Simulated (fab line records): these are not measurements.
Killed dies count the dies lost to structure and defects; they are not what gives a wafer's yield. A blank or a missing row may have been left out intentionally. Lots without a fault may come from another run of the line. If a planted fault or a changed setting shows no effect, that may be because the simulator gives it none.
fab line records ; flow n5_finfet
record lots=7; wafers=39
route steps=1938 shown SD_EPI_P@321 SD_ACTIVATION@330 HKMG_FIN@413
start_h: hours from the record's opening day to when the first of the lot's shown wafers began ; wait_h: hours from the lot's prior step to this one ; " unchanged from the row above ; L1.1+2: several wafers, shown together as one row ; - no value present, or no start provided ; * or withheld: withheld ; < > ~ a bound
route shown NAME@n: a module of which the file shows steps, and the number in the route of the first ; usual: mean/standard deviation taken from wafers without a fault ; same: alike in all rows ; chamber/n: place in a boat ; sites: each site's reading ; _std_site: standard deviation of those values ; _edge_site: mean of outer sites minus mean of inner sites ; radius_mm: for every site, how far away it sits from the centre of the wafer ; mask NAME#n: copy n ; behind: the most recent tool/chamber to have shaped the wafer ; hold: reason for holding the lot/hours on hold/outcome of the hold ; device: transistor that didn't switch, given as n, p or np ; end of line: tests of these same wafers at the route's end ; a step given without rows: its recipe and nothing more ; killed: at the first sort, the dies lost to defects and structure; wafer yield is something else ; map: a wafer's dies, x killed, . not, _ none there
set.NAME: the setting as run; set.NAME@STEP: as run at that earlier step ; model.NAME: the simulator's own value behind a step, which no gauge read
lots run with intentionally changed settings; tables by step, rows by wafer
## steps
# step N5_SD_EPI_P_EPI_21
# recipe material=SiGe:B; dopant=B; temp_c=550; pressure_torr=20; ambient=H2; time_s=355
lot.wafer;tool;chamber;start_h;wait_h;set.time_s;model.SiGe-B_of_SD_EPI_P_EPI_21.thk_nm
L075.1;epi_rpcvd-03;0;61.02;0.1;328.3;58
L075.2+3;epi_rpcvd-03;0;61.02;0.1;355;60
L075.4;epi_rpcvd-03;0;61.02;0.1;355;60.2
L075.5;epi_rpcvd-03;0;61.02;0.1;328.3;57.4
L075.6;epi_rpcvd-03;0;61.02;0.1;328.3;57
L082.1;epi_rpcvd-02;0;107.72;0.1;307;56
L082.2;epi_rpcvd-02;0;107.72;0.1;355;61.2
L082.3;epi_rpcvd-02;0;107.72;0.1;355;62
L082.4;epi_rpcvd-02;0;107.72;0.1;307;57.2
L082.5;epi_rpcvd-02;0;107.72;0.1;355;62.2
L082.6;epi_rpcvd-02;0;107.72;0.1;307;56.4
L084.1+3;epi_rpcvd-02;0;116.04;0.2;355;60.4
L084.2;epi_rpcvd-02;0;116.04;0.2;355;60.8
L084.4+6;epi_rpcvd-02;0;116.04;0.2;355;60.2
L084.5;epi_rpcvd-02;0;116.04;0.2;355;59.8
L086.2+3;epi_rpcvd-02;0;128.11;0.5;355;62
L086.5;epi_rpcvd-02;0;129.19;1.5;355;62.4
L087.1;epi_rpcvd-03;0;132.11;0.2;355;60.2
L087.2;epi_rpcvd-03;0;132.11;0.2;381.8;63
L087.3;epi_rpcvd-03;0;132.11;0.2;355;59.6
L087.4;epi_rpcvd-03;0;132.11;0.2;381.8;62.8
L087.5;epi_rpcvd-03;0;132.11;0.2;355;60.4
L087.6;epi_rpcvd-03;0;132.11;0.2;381.8;63.8
L089.1;epi_rpcvd-01;0;144.21;0.1;355;60.8
L089.2;epi_rpcvd-01;0;144.21;0.1;355;61
L089.3;epi_rpcvd-01;0;144.21;0.1;327.4;57.6
L089.4;epi_rpcvd-01;0;144.21;0.1;327.4;57.8
L089.5;epi_rpcvd-01;0;144.21;0.1;355;60.4
L089.6;epi_rpcvd-01;0;144.21;0.1;327.4;58
L092.1;epi_rpcvd-01;0;163.89;0.2;355;61.4
L092.2;epi_rpcvd-01;0;163.89;0.2;355;60.6
L092.3+5;epi_rpcvd-01;0;163.89;0.2;355;61.2
L092.4;epi_rpcvd-01;0;163.89;0.2;355;60.8
L092.6;epi_rpcvd-01;0;163.89;0.2;355;61
# step N5_SD_EPI_P_HM_STRIP_48
# recipe chemistry=H3PO4; temp_c=160; material=SiNx; target=SiNx; target_depth_a=30; overetch_fraction=0.3
# step N5_SD_EPI_P_SRD_49
# recipe dry=ipa_marangoni; time_s=30; temp_c=23; rinse_liquid=diw
# step N5_SD_EPI_P_PRECLEAN_24
# recipe chemistry=O3/DIW; time_s=45; temp_c=22; o3_ppm=10
lot.wafer;tool;chamber;start_h;wait_h;set.time_s@SD_EPI_P_EPI_21;model.SiGe-B_of_SD_EPI_P_EPI_21.thk_nm
L075.1;wet_bench-01;7;63.32;0.0;328.3;57.6
L075.2+3;wet_bench-01;5,3;63.32;0.0;355;59.6
L075.4;wet_bench-01;2;63.32;0.0;355;59.8
L075.5;wet_bench-01;4;63.32;0.0;328.3;57
L075.6;wet_bench-01;6;63.32;0.0;328.3;56.6
L082.1;wet_bench-01;2;110.02;0.0;307;55.6
L082.2;wet_bench-01;1;110.02;0.0;355;60.8
L082.3;wet_bench-01;0;110.02;0.0;355;61.4
L082.4;wet_bench-01;4;110.02;0.0;307;56.8
L082.5;wet_bench-01;5;110.02;0.0;355;61.6
L082.6;wet_bench-01;3;110.02;0.0;307;56
L084.1+3;wet_bench-04;0,7;119.06;0.0;355;60
L084.2;wet_bench-04;2;119.06;0.0;355;60.4
L084.4;wet_bench-04;1;119.06;0.0;355;59.6
L084.5;wet_bench-04;6;119.06;0.0;355;59.4
L084.6;wet_bench-04;5;119.06;0.0;355;59.8
L086.2+3;wet_bench-04;5,0;130.06;0.0;355;61.6
L086.5;wet_bench-04;4;130.06;0.0;355;62
L087.1;wet_bench-03;6;135.13;0.0;355;59.6
L087.2;wet_bench-03;4;135.13;0.0;381.8;62.6
L087.3;wet_bench-03;0;135.13;0.0;355;59.2
L087.4;wet_bench-03;5;135.13;0.0;381.8;62.4
L087.5;wet_bench-03;3;135.13;0.0;355;59.8
L087.6;wet_bench-03;7;135.13;0.0;381.8;63.4
L089.1;wet_bench-04;5;146.51;0.0;355;60.4
L089.2;wet_bench-04;2;146.51;0.0;355;60.6
L089.3;wet_bench-04;4;146.51;0.0;327.4;57.2
L089.4;wet_bench-04;3;146.51;0.0;327.4;57.4
L089.5;wet_bench-04;0;146.51;0.0;355;59.8
L089.6;wet_bench-04;1;146.51;0.0;327.4;57.6
L092.1;wet_bench-04;2;166.91;0.0;355;61
L092.2;wet_bench-04;4;166.91;0.0;355;60.2
L092.3+5+6;wet_bench-04;1,7,3;166.91;0.0;355;60.6
L092.4;wet_bench-04;0;166.91;0.0;355;60.4
# step N5_SD_EPI_P_PRECLEAN_32
# recipe chemistry=dHF; time_s=10; dilution=500:1; temp_c=25
# step N5_SD_EPI_P_PRECLEAN_33
# recipe chemistry=SC2; time_s=45; temp_c=35; mix=1:1:50
# step N5_SD_ACTIVATION_RTA_00
# recipe temp_c=975; time_s=0; ambient=N2; idle_temp_c=600; ramp_up_c_per_s=150; ramp_down_c_per_s=60; cool_to_c=600
# step N5_SD_ACTIVATION_LSA_01
# recipe temp_c=1080; time_s=0.0008; ambient=N2
# step N5_SD_ACTIVATION_RS_MEAS_03
# recipe thk_meas_gauge=four-point-probe
# usual RS_SD_N=21.90/0.25; RS_SD_P=56.2/1.1
lot.wafer;tool;chamber;start_h;wait_h;set.time_s@SD_EPI_P_EPI_21;RS_SD_N[ohm/sq];RS_SD_P[ohm/sq]
L075.1;film_metro-02;-;63.82;0.2;328.3;21.67;58.8
L075.2;film_metro-02;-;63.82;0.2;355;21.79;57.4
L075.3;film_metro-02;-;63.82;0.2;355;21.91;57.1
L075.4;film_metro-02;-;63.82;0.2;355;21.75;57.3
L075.5;film_metro-02;-;63.82;0.2;328.3;21.66;59.7
L075.6;film_metro-02;-;63.82;0.2;328.3;21.81;59.8
L082.1;film_metro-01;-;110.52;0.2;307;21.49;60.8
L082.2;film_metro-01;-;110.52;0.2;355;21.58;55.1
L082.3;film_metro-01;-;110.52;0.2;355;21.82;54.3
L082.4;film_metro-01;-;110.52;0.2;307;22.34;59.0
L082.5;film_metro-01;-;110.52;0.2;355;21.88;54.4
L082.6;film_metro-01;-;110.52;0.2;307;21.81;60.0
L084.1;film_metro-02;-;119.56;0.2;355;21.95;56.1
L084.2;film_metro-02;-;119.56;0.2;355;21.99;55.7
L084.3;film_metro-02;-;119.56;0.2;355;21.90;56.0
L084.4;film_metro-02;-;119.56;0.2;355;22.07;55.9
L084.5;film_metro-02;-;119.56;0.2;355;22.14;56.5
L084.6;film_metro-02;-;119.56;0.2;355;21.86;55.9
L086.2;film_metro-01;-;130.59;0.2;355;21.39;55.6
L086.3;film_metro-01;-;130.59;0.2;355;21.96;55.6
L086.5;film_metro-01;-;130.59;0.2;355;21.93;55.4
L087.1;film_metro-02;-;135.64;0.2;355;22.00;57.2
L087.2;film_metro-02;-;135.64;0.2;381.8;21.91;53.9
L087.3;film_metro-02;-;135.64;0.2;355;21.54;57.4
L087.4;film_metro-02;-;135.64;0.2;381.8;21.88;54.3
L087.5;film_metro-02;-;135.64;0.2;355;21.62;56.8
L087.6;film_metro-02;-;135.64;0.2;381.8;21.59;53.7
L089.1;film_metro-02;-;147.03;0.2;355;21.95;55.2
L089.2;film_metro-02;-;147.03;0.2;355;21.63;55.6
L089.3;film_metro-02;-;147.03;0.2;327.4;21.74;58.1
L089.4;film_metro-02;-;147.03;0.2;327.4;21.70;58.8
L089.5;film_metro-02;-;147.03;0.2;355;21.70;55.7
L089.6;film_metro-02;-;147.03;0.2;327.4;21.95;58.3
L092.1;film_metro-01;-;167.59;0.2;355;22.03;55.4
L092.2;film_metro-01;-;167.59;0.2;355;21.92;56.3
L092.3;film_metro-01;-;167.59;0.2;355;22.21;56.1
L092.4;film_metro-01;-;167.59;0.2;355;22.29;56.3
L092.5;film_metro-01;-;167.59;0.2;355;22.05;55.2
L092.6;film_metro-01;-;167.59;0.2;355;22.29;55.7
# step N5_HKMG_FIN_CVD_62
# recipe material=a-Si; target_thk_a=30; temp_c=500; precursor=Si2H6; pressure_torr=1; time_s=20.8
lot.wafer;tool;chamber;start_h;wait_h;set.temp_c;model.a-Si_of_HKMG_FIN_CVD_62.thk_nm
L075.1+4+6;thermal_cvd_si-01;0,0,1;79.43;0.2;517.2;4.8
L075.2;thermal_cvd_si-01;1;79.43;0.2;500;2.8
L075.3+5;thermal_cvd_si-01;2;79.43;0.2;500;3
L082.1+5;thermal_cvd_si-02;1;126.57;0.2;500;3.4
L082.2;thermal_cvd_si-02;2;126.57;0.2;500;3
L082.3+6;thermal_cvd_si-02;0;126.57;0.2;522.2;5.8
L082.4;thermal_cvd_si-02;2;126.57;0.2;522.2;5.6
L084.1+2+4;thermal_cvd_si-02;2,0,0;133.80;0.2;484.7;2
L084.3+5;thermal_cvd_si-02;1;133.80;0.2;500;3.2
L084.6;thermal_cvd_si-02;2;133.80;0.2;500;3
L086.2+5;thermal_cvd_si-02;2;145.02;0.2;500;3
L086.3;thermal_cvd_si-02;1;145.02;0.2;500;3.4
L087.1+6;thermal_cvd_si-01;0,1;150.57;0.2;492.3;2.2
L087.2+3;thermal_cvd_si-01;2,1;150.57;0.2;500;3
L087.4;thermal_cvd_si-01;2;150.57;0.2;492.3;2.4
L087.5;thermal_cvd_si-01;0;150.57;0.2;500;2.8
L089.1+6;thermal_cvd_si-01;2,1;161.15;0.2;500;2.8
L089.2;thermal_cvd_si-01;0;161.15;0.2;500;2.6
L089.3+5;thermal_cvd_si-01;1,2;161.15;0.2;520.4;5.2
L089.4;thermal_cvd_si-01;0;161.15;0.2;520.4;5
L092.1+4;thermal_cvd_si-02;1;183.55;0.2;488.9;2.4
L092.2;thermal_cvd_si-02;2;183.55;0.2;488.9;2
L092.3+5+6;thermal_cvd_si-02;0,0,2;183.55;0.2;500;3
## key
split step=N5_SD_EPI_P_EPI_21; setting=time_s; stated=355; by=wafer
response step=N5_SD_EPI_P_EPI_21; reading=model.SiGe-B_of_SD_EPI_P_EPI_21.thk_nm; change=+0.385; per=1%; r=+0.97
response step=N5_SD_EPI_P_PRECLEAN_24; reading=model.SiGe-B_of_SD_EPI_P_EPI_21.thk_nm; change=+0.381; per=1%; r=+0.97
response step=N5_SD_ACTIVATION_RS_MEAS_03; reading=RS_SD_P; change=-0.38; per=1%; r=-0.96
split step=N5_HKMG_FIN_CVD_62; setting=temp_c; stated=500; by=wafer
response step=N5_HKMG_FIN_CVD_62; reading=model.a-Si_of_HKMG_FIN_CVD_62.thk_nm; change=+0.513; per=1%; r=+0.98
